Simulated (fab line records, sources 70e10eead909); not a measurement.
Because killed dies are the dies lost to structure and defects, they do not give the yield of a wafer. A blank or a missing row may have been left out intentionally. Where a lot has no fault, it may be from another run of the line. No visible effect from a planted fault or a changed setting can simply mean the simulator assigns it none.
Code-filled problem report in 8D (eight disciplines) form / flow nandHarc / the parts of the form that need people (team, actions taken, sign-off) are left out

## 1. WHAT WENT WRONG
cdNm at NHARC_A_BLC_CD_MEAS_10 reads a mean of 108.3 nm on 4 wafers of 3 lots; wafers without a fault read 100.0 nm with a standard deviation of 0.45. That puts it +18 standard deviations away from the usual mean.
The step: target cd 100 nm.
First observed at day 25 18:31: wafer L581.4, on cdSem-01. Wafers with a number at this step in the record: 36, from 12 lots. Rule for "out", or "out of limits": more than 4 standard deviations from the usual mean. Any other wafer with a number is counted as sound.

## 2. WHAT IT IS, AND WHAT IT ISN'T
question=which readings at this step | is=cdNm | is not=-
question=which lots | is=L581, L582, L583 | is not=L573, L574, L575, L576, L579, L580, L591, L592, L593
question=which wafers of those lots | is=L581.4, L582.4, L582.6, L583.6 | is not=L581.1, L581.2, L582.2, L583.1, L583.2
question=read on which gauges | is=cdSem-01, cdSem-03 | is not=cdSem-02
question=when | is=from day 25 18:31 | is not=up to then (20 sound wafers); but 12 sound wafers of L582, L583, L591, L592, L593 came after

## 3. THE SUSPECTS, EACH WITH WHAT RULES IT OUT
Counting: any tool at a process step up to the reading remains a suspect provided it ran every lot that is out. Sound lots after the first of them don't rule it out here, since some wafers of a struck lot are sound.
- the gauge at NHARC_A_BLC_CD_MEAS_10 has been ruled out. 2 gauges (cdSem-01, cdSem-03) read the wafers that are out.
- lithoTrack-04 at NHARC_A_BLC_PEB_08 (peb time 65 s): kept. Every lot that is out went through it, the first being L581 (day 25 18:26); the last sound lot it ran before that was L580 (day 25 17:17).
After counting, what remains is lithoTrack-04 at NHARC_A_BLC_PEB_08.

## 4. THE CAUSE (what the simulator had put in)
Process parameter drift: lithoTrack-04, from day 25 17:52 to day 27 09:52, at NHARC_A_BLC_PEB_08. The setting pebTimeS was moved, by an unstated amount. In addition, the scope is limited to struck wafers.
After counting, this tool was the only one left.

## 5. THE CHAIN OF EFFECTS, in route order
Each row: a reading where the mean over the struck wafers with a number is more than 3 standard deviations away from the usual. Scope: only readings with a usual standard deviation given in the record; hours: median across lots of the time from each lot's start at the first step in this table that gives one to its start at this step; sigmas: change in usual standard deviations.
hours=0; step=NHARC_A_BLC_CD_MEAS_10; reading=cdNm; usual=100.0 nm; on struck wafers=108.3; change=+8.3; sigmas=+18
Later measuring or inspecting steps at which every struck wafer that the step has a row for has a number for every such reading, and none has moved that far: NHARC_A_BLC_OVL_MEAS_11, NHARC_END_SORT_01.

## 6. HOW IT WOULD HAVE BEEN CAUGHT EARLIER
In this record the first reading out of limits at a measuring or inspecting step was taken at day 25 18:31, 1 hour after the fault began at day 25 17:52.
Tool readings at NHARC_A_BLC_PEB_08 with a usual standard deviation given in the record: none out on any struck wafer, hence no alarm at a limit of 4 standard deviations on them.
Among the 3 lots that are out, L582, L583 began NHARC_A_BLC_PEB_08 on lithoTrack-04 after day 25 18:31. A hold on the tool at that time would have spared those 2.
